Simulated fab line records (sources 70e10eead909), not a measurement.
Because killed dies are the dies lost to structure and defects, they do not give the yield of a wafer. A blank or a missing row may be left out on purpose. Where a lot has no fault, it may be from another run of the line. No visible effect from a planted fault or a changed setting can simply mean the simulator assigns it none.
fab line records    flow nand_harc
record: lots: 6  wafers: 18  last_day: 24
route steps=1159 shown P_M2@321 P_BONDPAD@351 END@1159
lots that met no fault: taken from a fault-free run of the same line
start_h: start of the lot's first displayed wafer, in hours after the record's first day    wait_h: hours since the lot's step before    " repeats the value in the row above    L1.1+2: a single row standing in for several wafers    - value missing, or start not given    * or withheld: withheld    < > ~ a bound
route shown NAME@n: names a module that has steps shown in the file, with the first one's number in the route    usual: mean/standard deviation taken from wafers without a fault    same: alike in all rows    chamber/n: place in a boat    sites: the reading at each site    _std_site: their standard deviation    _edge_site: the outer-site mean with the inner-site mean subtracted    radius_mm: for every site, how far away it sits from the centre of the wafer    mask NAME#n: copy n    behind: the last tool/chamber to shape the wafer    hold: the reason the lot was held/the length of the hold in hours/how it ended    device: whichever transistor did not switch (one of n, p or np)    end of line: at the end of the route, the tests of the same wafers    a step given without rows: its recipe and nothing more    killed: count of dies lost to structure and defects at first sort (not the wafer's yield)    map: dies across one wafer; x = killed, . = not, _ = none there
set.NAME: the setting the step ran with; set.NAME@STEP: the setting that earlier step ran with    model.NAME: the simulator's own value behind a step, which no gauge read
lots at some steps of the route; a table a step, a row a wafer
services: a tool's chamber out of use, with start hour (start_h, from the record's first day; less than 0 if before it), hours out, and reason
== steps ==
step: NHARC_P_M2_COAT_34
recipe: temp_c: 200  time_s: 65
step: NHARC_P_M2_COAT_03
recipe: spin_rpm: 1500  resist_thk_nm: 90
step: NHARC_P_M2_SOFTBAKE_04
recipe: temp_c: 105  time_s: 55
step: NHARC_P_M2_EBR_05
step: NHARC_P_M2_EXPOSE_06
recipe: na: 1.35  target_cd_nm: 170  dose_mj: 80.78  mask_id: P_M2
step: NHARC_P_M2_PEB_07
recipe: peb_temp_c: 100  peb_time_s: 65
step: NHARC_P_M2_DEVELOP_08
recipe: develop_time_s: 35  dev_temp_c: 23
step: NHARC_P_M2_CD_MEAS_09
recipe: target_cd_nm: 170  landing_energy_ev: 500
usual: cd_nm: 170.2/0.58
lot.wafer  tool       chamber  start_h  wait_h  cd_nm
L416.2     cd_sem-01  0        142.49   -       169.9
L416.5     "          0        "        "       171.2
L416.6     "          0        "        "       170.6
L417.1     cd_sem-03  0        157.53   -       170.2
L417.2     "          0        "        "       171.1
L417.3     "          0        "        "       170.1
L419.1     cd_sem-03  0        163.28   -       170.2
L419.5     "          0        "        "       170.4
L419.6     "          0        "        "       170.8
L421.2     cd_sem-02  0        172.70   -       170.7
L421.3     "          0        "        "       170.0
L421.6     "          0        "        "       170.9
L422.2     cd_sem-03  0        179.33   -       169.5
L422.4     "          0        "        "       169.6
L422.6     "          0        "        "       170.2
L435.2     cd_sem-01  0        248.58   -       169.4
L435.3     "          0        "        "       169.5
L435.5     "          0        "        "       170.4
step: NHARC_P_M2_OVL_MEAS_10
recipe: pitch_nm: 340
usual: overlay_x_nm: 0.0/0.82  overlay_y_nm: 0.0/0.82
lot.wafer  tool        chamber  start_h  wait_h  overlay_x_nm  overlay_y_nm
L416.2     overlay-01  -        142.57   -       -1.1          -1.8
L416.5     "           -        "        "       -0.8          -1.8
L416.6     "           -        "        "       -1.3          -1.8
L417.1     overlay-02  -        157.62   -       1.0           0.2
L417.2     "           -        "        "       0.9           0.2
L417.3     "           -        "        "       1.3           0.1
L419.1     overlay-01  -        163.37   -       1.3           0.1
L419.5     "           -        "        "       1.0           0.7
L419.6     "           -        "        "       0.7           0.1
L421.2     overlay-01  -        172.79   -       -0.2          -0.1
L421.3     "           -        "        "       0.2           0.0
L421.6     "           -        "        "       0.0           0.0
L422.2     overlay-01  -        179.42   -       -0.9          0.7
L422.4     "           -        "        "       -1.2          0.7
L422.6     "           -        "        "       -1.2          0.5
L435.2     overlay-02  -        248.67   -       0.2           -0.2
L435.3     "           -        "        "       -0.2          -0.3
L435.5     "           -        "        "       -0.2          -0.2
step: NHARC_P_M2_INSPECT_11
usual: raw_defect_count: 3.9/2.3
lot.wafer  tool               chamber  start_h  wait_h  raw_defect_count
L416.2     defect_inspect-02  -        142.61   0.0     5
L416.5     "                  -        "        "       3
L416.6     "                  -        "        "       4
L417.1     defect_inspect-01  -        157.67   0.0     2
L417.2     "                  -        "        "       4
L417.3     "                  -        "        "       8
L419.1     defect_inspect-02  -        163.41   0.0     4
L419.5     "                  -        "        "       2
L419.6     "                  -        "        "       5
L421.2     defect_inspect-02  -        172.82   0.0     5
L421.3     "                  -        "        "       5
L421.6     "                  -        "        "       12
L422.2     defect_inspect-01  -        179.45   0.0     4
L422.4     "                  -        "        "       4
L422.6     "                  -        "        "       6
L435.2     defect_inspect-01  -        248.70   0.0     10
L435.3     "                  -        "        "       3
L435.5     "                  -        "        "       2
step: NHARC_P_M2_DESCUM_14
recipe: time_s: 3  o2_flow_sccm: 200  ar_flow_sccm: 0  bias_power_w: 0  chemistry: O2
step: NHARC_P_M2_ETCH_35
recipe: target_depth_a: 400  overetch_a: 120  time_s: 43.94  ion_energy_ev: 200  n2_flow_sccm: 150  h2_flow_sccm: 150  ar_flow_sccm: 0  rf_w: 400  bias_w: 150  chemistry: N2/H2
step: NHARC_P_M2_ETCH_15
recipe: target_depth_a: 1825  time_s: 91.2  c4f8_flow_sccm: withheld  ar_flow_sccm: 400  rf_w: 600  bias_w: 300  chemistry: C4F8/Ar
usual: chamber_pressure_mTorr: 25.001/0.022  oes_product_au: 0.948/0.023  rf_vpp_V: 441/3.1
lot.wafer  tool         chamber  start_h  wait_h  chamber_pressure_mTorr  oes_product_au  rf_hours_counter_h  rf_vpp_V
L416.2     rie_diel-11  3        142.86   -       25.007                  0.956           22                  440
L416.5     "            1        "        "       24.972                  0.949           -                   443
L416.6     "            2        "        "       24.998                  0.954           -                   444
L417.1     rie_diel-01  2        157.98   -       24.982                  0.964           4                   442
L417.2     "            0        "        "       24.996                  0.962           5                   443
L417.3     "            1        "        "       25.016                  0.961           4                   447
L419.1     rie_diel-04  1        163.67   -       25.011                  0.961           1                   436
L419.6     "            2        "        "       25.040                  0.964           -                   445
L419.5     "            3        "        "       25.026                  0.966           -                   440
L421.2     rie_diel-04  1        173.06   -       25.019                  0.939           2                   438
L421.3     "            2        "        "       25.055                  0.949           2                   444
L421.6     "            2        "        "       24.971                  0.952           -                   444
L422.2     rie_diel-04  3        179.69   -       25.001                  0.955           2                   440
L422.4     "            0        "        "       25.040                  0.980           2                   444
L422.6     "            3        "        "       25.010                  0.952           -                   439
L435.2     rie_diel-04  1        248.94   -       25.032                  0.968           4                   438
L435.3     "            2        "        "       24.992                  0.976           4                   445
L435.5     "            1        "        "       25.003                  0.977           -                   437
step: NHARC_P_M2_CD_MEAS_16
usual: cd_nm: 170.3/0.77
lot.wafer  tool       chamber  start_h  wait_h  cd_nm
L416.2     cd_sem-02  -        142.98   -       169.3
L416.5     "          -        "        "       169.8
L416.6     "          -        "        "       170.4
L417.1     cd_sem-03  -        158.13   -       171.0
L417.2     "          -        "        "       171.4
L417.3     "          -        "        "       169.8
L419.1     cd_sem-01  -        163.77   -       170.6
L419.5     "          -        "        "       169.8
L419.6     "          -        "        "       170.5
L421.2     cd_sem-02  -        173.19   -       170.5
L421.3     "          -        "        "       169.9
L421.6     "          -        "        "       170.6
L422.2     cd_sem-02  -        179.82   -       169.6
L422.4     "          -        "        "       170.4
L422.6     "          -        "        "       170.6
L435.2     cd_sem-03  -        249.07   -       170.1
L435.3     "          -        "        "       169.0
L435.5     "          -        "        "       170.5
step: NHARC_P_M2_STRIP_18
recipe: power_w: 1000  n2_flow_sccm: 150  h2_flow_sccm: 150  ar_flow_sccm: 0  bias_w: 0  chemistry: N2/H2
step: NHARC_P_M2_ETCH_28
recipe: target_depth_a: 300  over_etch_frac: 0.3  time_s: 72.99  ion_energy_ev: 150  cf4_flow_sccm: 50  n2_flow_sccm: 100  ar_flow_sccm: 150  rf_w: 300  bias_w: 100  chemistry: CF4/N2
step: NHARC_P_M2_STRIP_19
recipe: time_s: 600  temp_c: 30  chemistry: post_etch_residue_remover
step: NHARC_P_M2_DEGAS_29
recipe: temp_c: 250  time_s: 60
step: NHARC_P_M2_PRE_CLEAN_30
recipe: time_s: 30  temp_c: 280  gas: H2/He
step: NHARC_P_M2_PVD_20
recipe: target_thk_a: 50  bias_v: 168.6  power_w: 15000  chamber_pressure_pa: 0.12  time_s: 8.06  substrate_temp_c: 50  material: TaN
step: NHARC_P_M2_PVD_21
recipe: target_thk_a: 300  chamber_pressure_pa: 5  power_w: 5000  substrate_temp_c: 30  time_s: 20.49  material: Cu
usual: substrate_temp_c: 30.01/0.1  throttle_valve_pct: 29.5/0.74
lot.wafer  tool            chamber  start_h  wait_h  substrate_temp_c  throttle_valve_pct
L416.2     pvd_sputter-02  -        -        -       30.09             29.5
L416.6     "               -        "        "       29.87             29.2
L416.5     "               -        "        "       30.05             29.9
L417.1     pvd_sputter-03  -        -        -       30.04             30.2
L417.3     "               -        "        "       30.09             29.4
L417.2     "               -        "        "       29.98             29.5
L419.1     pvd_sputter-02  -        -        -       30.18             27.7
L419.5     "               -        "        "       30.06             29.5
L419.6     "               -        "        "       30.01             29.4
L421.2     pvd_sputter-02  -        -        -       30.29             29.5
L421.3     "               -        "        "       30.14             29.4
L421.6     "               -        "        "       30.06             29.8
L422.4     pvd_sputter-02  -        -        -       29.90             29.4
L422.2     "               -        "        "       29.87             27.5
L422.6     "               -        "        "       29.85             29.5
L435.2     pvd_sputter-01  -        -        -       30.04             29.3
L435.3     "               -        "        "       29.96             29.3
L435.5     "               -        "        "       29.90             29.1
step: NHARC_P_M2_ECD_22
recipe: target_thk_a: 4000  bath_temp_c: 25  material: Cu
step: NHARC_P_M2_ANNEAL_31
recipe: temp_c: 225  time_s: 90
step: NHARC_P_M2_CMP_23
recipe: t_overpolish_s: 20  target_thk_nm: 144.3
usual: edge_zone_pressure_frac: 1.000/0.0047  motor_current_A: 11.7/1.1  pad_life_wafers: 236/150  time_to_endpoint_s: 29.3/2.8
lot.wafer  tool    chamber  start_h  wait_h  edge_zone_pressure_frac  motor_current_A  pad_life_wafers  time_to_endpoint_s
L416.2     cmp-02  3        144.91   -       0.998                    12.2             62               28.3
L416.5     "       1        "        "       1.004                    10.4             -                34.4
L416.6     "       2        "        "       1.001                    12.8             -                33.9
L417.3     cmp-04  0        160.10   -       1.002                    10.5             277              29.0
L417.1     "       1        "        "       1.000                    11.2             278              22.7
L417.2     "       2        "        "       0.994                    10.9             279              28.9
L419.1     cmp-01  0        165.70   -       1.002                    13.8             452              31.1
L419.5     "       2        "        "       1.001                    9.3              -                31.9
L419.6     "       3        "        "       1.002                    12.1             -                31.3
L421.2     cmp-04  3        174.98   -       0.997                    13.1             354              30.1
L421.3     "       0        "        "       1.002                    11.1             355              29.7
L421.6     "       0        "        "       1.004                    11.2             -                25.7
L422.2     cmp-02  0        181.64   -       1.003                    12.0             300              28.5
L422.4     "       3        "        "       0.992                    11.3             303              30.5
L422.6     "       0        "        "       1.005                    12.2             -                27.3
L435.2     cmp-02  3        250.87   -       0.994                    12.3             102              28.5
L435.3     "       0        "        "       0.995                    11.4             103              27.9
L435.5     "       3        "        "       1.002                    12.2             -                31.4
step: NHARC_P_M2_THK_MEAS_24
recipe: thk_meas_gauge: xrf
usual: thk_nm: 144.1/1.7
lot.wafer  tool           chamber  start_h  wait_h  thk_nm
L416.2     film_metro-01  -        145.17   -       146.7
L416.5     "              -        "        "       145.5
L416.6     "              -        "        "       146.6
L417.1     film_metro-02  -        160.39   -       141.4
L417.2     "              -        "        "       146.8
L417.3     "              -        "        "       143.5
L419.1     film_metro-01  -        165.96   -       143.6
L419.5     "              -        "        "       143.5
L419.6     "              -        "        "       147.8
L421.2     film_metro-01  -        175.30   -       143.2
L421.3     "              -        "        "       144.5
L421.6     "              -        "        "       142.7
L422.2     film_metro-01  -        181.95   -       143.3
L422.4     "              -        "        "       142.8
L422.6     "              -        "        "       144.4
L435.2     film_metro-02  -        251.19   -       145.5
L435.3     "              -        "        "       144.5
L435.5     "              -        "        "       145.9
step: NHARC_P_M2_SRD_25
step: NHARC_P_M2_PRE_CLEAN_32
recipe: time_s: 12  temp_c: 370  rf_power_w: 300  gas: NH3
usual: heater_power_w: 601/64
lot.wafer  tool      chamber  start_h  wait_h  heater_power_w
L416.2     pecvd-03  1        145.45   0.1     668
L416.5     "         1        "        "       657
L416.6     "         0        "        "       610
L417.2     pecvd-03  0        160.61   0.1     595
L417.3     "         1        "        "       678
L417.1     "         2        "        "       523
L419.1     pecvd-01  1        166.51   0.4     666
L419.5     "         1        "        "       655
L419.6     "         2        "        "       606
L421.3     pecvd-01  0        175.53   0.1     484
L421.2     "         2        "        "       575
L421.6     "         2        "        "       588
L422.2     pecvd-02  1        182.20   0.1     550
L422.4     "         2        "        "       676
L422.6     "         1        "        "       576
L435.3     pecvd-03  0        251.41   0.1     607
L435.2     "         1        "        "       711
L435.5     "         2        "        "       615
step: NHARC_P_M2_DEP_33
recipe: target_thk_a: 300  temp_c: 370  target_thk_nm: 30  pressure_torr: 3  flow_sccm: 200  rf_w: 450  material: SiCN
usual: heater_power_w: 551/70
lot.wafer  tool      chamber  start_h  wait_h  heater_power_w
L416.2     pecvd-03  1        145.53   0.1     680
L416.5     "         1        "        "       672
L416.6     "         0        "        "       561
L417.2     pecvd-03  0        160.69   0.1     540
L417.3     "         1        "        "       620
L417.1     "         2        "        "       493
L419.1     pecvd-01  1        166.62   0.1     507
L419.5     "         1        "        "       509
L419.6     "         2        "        "       543
L421.3     pecvd-01  0        175.61   0.1     502
L421.2     "         2        "        "       556
L421.6     "         2        "        "       535
L422.2     pecvd-02  1        182.34   0.1     517
L422.4     "         2        "        "       627
L422.6     "         1        "        "       518
L435.3     pecvd-03  0        251.49   0.1     590
L435.2     "         1        "        "       702
L435.5     "         2        "        "       508
step: NHARC_P_BONDPAD_DEP_00
recipe: target_thk_a: 2500  temp_c: 370  target_thk_nm: 250  pressure_torr: 3  flow_sccm: 200  rf_w: 450  material: SiCN
usual: heater_power_w: 542/65
lot.wafer  tool      chamber  start_h  wait_h  heater_power_w
L416.2     pecvd-02  2        145.99   -       628
L416.5     "         1        "        "       550
L416.6     "         2        "        "       640
L417.3     pecvd-01  2        161.11   -       589
L417.2     "         0        "        "       504
L417.1     "         1        "        "       531
L419.1     pecvd-03  1        167.13   -       594
L419.5     "         2        "        "       532
L419.6     "         0        "        "       574
L421.3     pecvd-02  1        176.02   -       536
L421.2     "         2        "        "       603
L421.6     "         2        "        "       608
L422.2     pecvd-01  1        182.67   -       620
L422.6     "         1        "        "       615
L422.4     "         0        "        "       528
L435.2     pecvd-02  1        251.95   -       526
L435.3     "         2        "        "       611
L435.5     "         1        "        "       423
step: NHARC_P_BONDPAD_CMP_32
recipe: target_thk_nm: 200  material: SiCN
step: NHARC_P_BONDPAD_THK_MEAS_33
recipe: thk_meas_gauge: ellipsometry
usual: thk_nm: 199.5/1.5
lot.wafer  tool           chamber  start_h  wait_h  thk_nm
L416.2     film_metro-02  -        146.60   0.2     201.1
L416.5     "              -        "        "       198.8
L416.6     "              -        "        "       195.8
L417.1     film_metro-01  -        161.79   0.2     201.5
L417.2     "              -        "        "       198.6
L417.3     "              -        "        "       200.8
L419.1     film_metro-01  -        167.70   0.2     200.1
L419.5     "              -        "        "       196.9
L419.6     "              -        "        "       197.3
L421.2     film_metro-02  -        176.68   0.2     200.2
L421.3     "              -        "        "       200.5
L421.6     "              -        "        "       198.9
L422.2     film_metro-01  -        183.33   0.2     199.1
L422.4     "              -        "        "       197.7
L422.6     "              -        "        "       198.9
L435.2     film_metro-01  -        252.56   0.2     197.8
L435.3     "              -        "        "       200.3
L435.5     "              -        "        "       200.7
step: NHARC_P_BONDPAD_SRD_34
step: NHARC_P_BONDPAD_DEHYDRATE_01
recipe: temp_c: 150  time_s: 120
step: NHARC_P_BONDPAD_HMDS_02
recipe: time_s: 30
step: NHARC_P_BONDPAD_COAT_36
recipe: temp_c: 200  time_s: 65
step: NHARC_P_BONDPAD_COAT_03
recipe: spin_rpm: 2000  resist_thk_nm: 600
step: NHARC_P_BONDPAD_SOFTBAKE_04
recipe: temp_c: 125  time_s: 70
step: NHARC_P_BONDPAD_EBR_05
step: NHARC_P_BONDPAD_EXPOSE_06
recipe: na: 0.55  dose_mj: 37.06  mask_id: P_BPAD
step: NHARC_P_BONDPAD_PEB_07
recipe: peb_temp_c: 128  peb_time_s: 80
step: NHARC_END_SORT_01
recipe: temp_c: 25
usual: defect_limited_yield: 95.2/1.9  killed_at_array: 29/13  killed_at_other: 0.7/1  killed_at_periphery: 3.2/2.3  killed_dies: 33/13  killed_open: 3.3/1.7  killed_short: 2.0/1.5  sort_bin_2_pct: 1.5/0.8  sort_bin_3_pct: 0.27/0.22  sort_bin_4_pct: 3.0/1.1  sort_n_pass: 644/13  sort_rim_yield_pct: 96.0/2.9  sort_yield_pct: 95.2/1.9
same: gross_dies: 677  sort_bin_5_pct[%]: 0  sort_bin_6_pct[%]: 0  sort_bin_7_pct[%]: 0  sort_bin_8_pct[%]: 0  sort_rim_n_gross: 106.00
lot.wafer  tool       chamber  start_h  wait_h  defect_limited_yield[%]  killed_at_array  killed_at_other  killed_at_periphery  killed_dies  killed_open  killed_short  sort_bin_2_pct[%]  sort_bin_3_pct[%]  sort_bin_4_pct[%]  sort_n_pass  sort_rim_yield_pct[%]  sort_yield_pct[%]
L416.2     prober-02  0        447.70   2.8     95.4                     27               1                3                    31           3            1             1.8                0.30               2.5                646          95.3                   95.4
L416.5     prober-02  0        450.08   3.7     94.7                     31               0                5                    36           4            2             1.8                0.30               3.2                641          98.1                   94.7
L416.6     prober-02  0        450.88   4.0     95.4                     27               1                3                    31           4            1             0.7                0.30               3.5                646          99.1                   95.4
L417.1     prober-02  0        478.59   2.5     94.1                     38               0                2                    40           3            4             1.8                0.89               3.2                637          97.2                   94.1
L417.2     prober-02  0        479.39   2.8     93.8                     36               0                6                    42           4            2             1.5                0.89               3.8                635          95.3                   93.8
L417.3     prober-02  0        480.19   3.1     95.0                     32               0                2                    34           4            0             1.6                0                  3.4                643          99.1                   95.0
L419.1     prober-02  0        487.15   2.5     96.5                     20               0                4                    24           0            0             0.7                0.59               2.2                653          95.3                   96.5
L419.5     prober-02  0        490.32   3.7     96.8                     22               0                0                    22           2            0             1.3                0.30               1.6                655          99.1                   96.8
L421.2     prober-01  0        487.96   2.8     86.4                     27               0                65                   92           3            1             4.0                4.73               4.9                585          84.0                   86.4
L421.3     prober-01  0        488.76   3.1     87.1                     28               3                56                   87           4            1             3.7                3.10               6.1                590          89.6                   87.1
L421.6     prober-01  0        491.13   4.0     84.2                     42               0                65                   107          4            1             6.1                4.28               5.5                570          83.0                   84.2
L422.2     prober-02  0        506.42   2.8     78.6                     52               0                93                   145          2            4             10.5               4.73               6.2                532          79.2                   78.6
L422.4     prober-02  0        508.00   3.4     79.3                     36               1                103                  140          3            5             7.1                5.61               8.0                537          94.3                   79.3
L422.6     prober-02  0        509.58   3.9     80.1                     39               1                95                   135          3            10            8.7                4.58               6.6                542          79.2                   80.1
killed by level:class
L416.2 A_CHANNEL_HOLE_D1:chamber_film_flake=12 A_CONTACT:chamber_film_flake=5 A_CONTACT:geometric_particle:open=3 P_GATE:chamber_film_flake=2 A_STAIRCASE:chamber_film_flake=2 A_M0:chamber_film_flake=2 A_WL_FILL:geometric_particle:short=1 P_ZERO_WELL:chamber_film_flake=1
L416.5 A_CHANNEL_HOLE_D1:chamber_film_flake=14 A_CONTACT:chamber_film_flake=6 A_STAIRCASE:chamber_film_flake=6 P_ZERO_WELL:chamber_film_flake=2 A_CHANNEL_FILL_D1:chamber_film_flake=2 P_STI:geometric_particle:open=1 P_GATE:geometric_particle:open=1 P_CONTACT:geometric_particle:short=1
L416.6 A_CHANNEL_HOLE_D1:chamber_film_flake=12 A_CONTACT:chamber_film_flake=5 A_STAIRCASE:chamber_film_flake=4 A_ONON_D1:geometric_particle:open=2 P_GATE:chamber_film_flake=2 A_ONON_D1:geometric_particle:short=1 A_CHANNEL_FILL_D1:geometric_particle:open=1 A_CONTACT:geometric_particle:open=1
L417.1 A_SLIT:chamber_film_flake=15 A_CHANNEL_HOLE_D1:chamber_film_flake=13 A_CHANNEL_FILL_D1:geometric_particle:short=2 A_CONTACT:chamber_film_flake=2 P_GATE:geometric_particle:open=1 A_CHANNEL_FILL_D1:geometric_particle:open=1 A_WL_FILL:geometric_particle:short=1 A_CONTACT:geometric_particle:open=1
L417.2 A_CHANNEL_HOLE_D1:chamber_film_flake=20 A_SLIT:chamber_film_flake=8 P_ZERO_WELL:chamber_film_flake=3 A_STAIRCASE:chamber_film_flake=3 A_CONTACT:geometric_particle:open=2 P_CONTACT:geometric_particle:open=1 P_M0:geometric_particle:short=1 A_CHANNEL_FILL_D1:geometric_particle:short=1
L417.3 A_CHANNEL_HOLE_D1:chamber_film_flake=14 A_SLIT:chamber_film_flake=9 A_STAIRCASE:chamber_film_flake=4 P_GATE:chamber_film_flake=2 A_ONON_D1:geometric_particle:open=1 A_CHANNEL_FILL_D1:geometric_particle:open=1 A_CONTACT:geometric_particle:open=1 A_BLC:geometric_particle:open=1
L419.1 A_SLIT:chamber_film_flake=9 A_CHANNEL_HOLE_D1:chamber_film_flake=5 A_CONTACT:chamber_film_flake=4 P_STI:chamber_film_flake=2 A_STAIRCASE:chamber_film_flake=2 P_ZERO_WELL:chamber_film_flake=1 P_GATE:chamber_film_flake=1
L421.2 P_M2:unspecified=59 A_SLIT:chamber_film_flake=13 A_CHANNEL_HOLE_D1:chamber_film_flake=4 A_STAIRCASE:chamber_film_flake=4 P_ZERO_WELL:chamber_film_flake=3 P_GATE:chamber_film_flake=2 A_ZERO_WELL:chamber_film_flake=2 P_CONTACT:geometric_particle:open=1
L421.3 P_M2:unspecified=52 A_CHANNEL_HOLE_D1:chamber_film_flake=14 A_STAIRCASE:chamber_film_flake=5 A_BLC:geometric_particle:open=3 A_WL_FILL:chamber_film_flake=3 HYBRID_BOND:chamber_film_flake=3 P_ZERO_WELL:chamber_film_flake=2 P_GATE:chamber_film_flake=2
L419.5 A_SLIT:chamber_film_flake=9 A_CHANNEL_HOLE_D1:chamber_film_flake=5 A_CONTACT:chamber_film_flake=3 A_STAIRCASE:chamber_film_flake=2 A_SGD_CUT:geometric_particle:open=1 A_CONTACT:geometric_particle:open=1 A_CHANNEL_FILL_D1:chamber_film_flake=1
L421.6 P_M2:unspecified=54 A_CHANNEL_HOLE_D1:chamber_film_flake=22 A_SLIT:chamber_film_flake=11 P_ZERO_WELL:chamber_film_flake=5 A_STAIRCASE:chamber_film_flake=5 P_GATE:chamber_film_flake=4 P_CONTACT:geometric_particle:open=2 A_CHANNEL_HOLE_D1:geometric_particle:short=1
L422.2 P_M2:unspecified=92 A_CHANNEL_HOLE_D1:chamber_film_flake=16 A_SLIT:chamber_film_flake=15 A_STAIRCASE:chamber_film_flake=7 A_CONTACT:chamber_film_flake=6 A_CHANNEL_FILL_D1:geometric_particle:open=1 A_CHANNEL_FILL_D1:geometric_particle:short=1 A_WL_FILL:geometric_particle:short=1
L422.4 P_M2:unspecified=100 A_CHANNEL_HOLE_D1:chamber_film_flake=16 A_SLIT:chamber_film_flake=9 A_CONTACT:chamber_film_flake=4 A_CHANNEL_FILL_D1:geometric_particle:short=2 P_M1:geometric_particle:open=1 A_CHANNEL_FILL_D1:geometric_particle:open=1 A_SGD_CUT:geometric_particle:short=1
L422.6 P_M2:unspecified=92 A_CHANNEL_HOLE_D1:chamber_film_flake=15 A_SLIT:chamber_film_flake=10 A_ONON_D1:geometric_particle:short=2 A_CHANNEL_FILL_D1:geometric_particle:short=2 A_ZERO_WELL:chamber_film_flake=2 P_CONTACT:geometric_particle:short=1 P_M0:geometric_particle:short=1
map L421.6 (x killed, . not)
____________x____________
_________xxxxxxx_________
_______.xxxxxxxxxx_______
______...xxxxxxxxx.______
_____.x.xxxxxxxx...._____
____....xxxxxxxx.....____
____....x.xxxx.x..x..____
___.......xxxx........___
___........x...x..x...___
__.....................__
__.....................__
_...........x..........._
_.................x...x._
_...........x.x.xx...xx._
_...............x.....x._
_..............xx...x..._
..............x.xx.......
.......x.............x...
.........................
.........................
.....x...................
_....xx................._
_......................._
_......................._
_...............x......._
_.......x......x........_
__................x....__
__.............xx.x..x.__
___............x......___
___...........x.x.x...___
____......x...xx.x...____
____x..........x.x...____
_____........x.x...._____
______.......x.xx.x______
_______.....x...x._______
_________......._________
____________.____________
map L422.2 (x killed, . not)
____________x____________
_________...xxxx_________
_______.....xxxx.._______
______..x...xx.x...______
_____......x........_____
____.................____
____..............x..____
___................x..___
___.............x.....___
__.....................__
__...............x.....__
_...x.............x....._
_................xxxxxx._
_............x...xxxxxxx_
_.................xxxxxx_
_..............xxxxxxxxx_
...........x....xxxxxxxxx
.....x...........xxxxxxxx
...........x.....xxxxxxxx
x..........xx.x.xxxxxxxxx
...............xxxxxxxxxx
_.....x.x......xxxxxxxxx_
_............x...xxxxxxx_
_.................xxx..x_
_..................xx..._
_...............x......._
__.....................__
__.........x..x.x......__
___...x........x......___
___...........x.x.x...___
____..........xx.xx..____
____x..........xx....____
_____............xx._____
______.............______
_______........xx._______
_________......._________
____________.____________
== services ==
tool            chamber  start_h  hours  kind
cmp-02          -        128.63   4.0    pm
pecvd-03        1        133.05   10.7   repair
rie_diel-01     -        137.80   9.0    pm
pecvd-02        -        153.00   13.0   pm
rie_diel-01     3        154.38   7.7    repair
pvd_sputter-01  -        158.02   10.0   pm
rie_diel-11     2        161.62   1.9    repair
cmp-01          -        179.50   4.0    pm
rie_diel-01     1        181.49   8.8    repair
rie_diel-04     -        186.45   3.6    repair
cmp-02          -        187.27   0.9    repair
rie_diel-11     -        190.06   9.0    pm
cmp-04          -        203.21   4.0    pm
rie_diel-01     3        208.12   5.9    repair
pecvd-02        -        210.38   1.4    repair
cmp-04          -        210.80   1.1    repair
pvd_sputter-02  -        214.03   10.0   pm
pvd_sputter-01  -        214.32   2.1    repair
rie_diel-04     2        219.62   17.1   repair
rie_diel-11     3        226.09   2.5    repair
rie_diel-11     2        226.40   2.0    repair
cmp-02          -        226.63   4.0    pm
pvd_sputter-02  -        236.27   5.2    repair
pecvd-01        -        237.21   13.0   pm
== key ==
first_sign: step: NHARC_END_SORT_01  reading: killed_at_periphery  direction: up  sigmas: 34  usual: 3.2  struck: 79.5
effect: step: NHARC_END_SORT_01  reading: defect_limited_yield  direction: down  sigmas: 6.6  usual: 95.2  struck: 82.6
more_kills_born_at: NHARC_P_M2_ETCH_15@rie_diel-04: 449
met_at NHARC_P_M2_ETCH_15
struck_wafers L421.2,L421.3,L421.6,L422.2,L422.4,L422.6
onset_between 163.67 173.06
also_fits NHARC_P_M2_PVD_21:pvd_sputter-02
fault: kind: chamber_particle_source  tool: rie_diel-04  chamber: -  onset_h: 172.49  steps: NHARC_P_M2_ETCH_15  rate_per_visit_cm2: 1.6877  end_h: 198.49
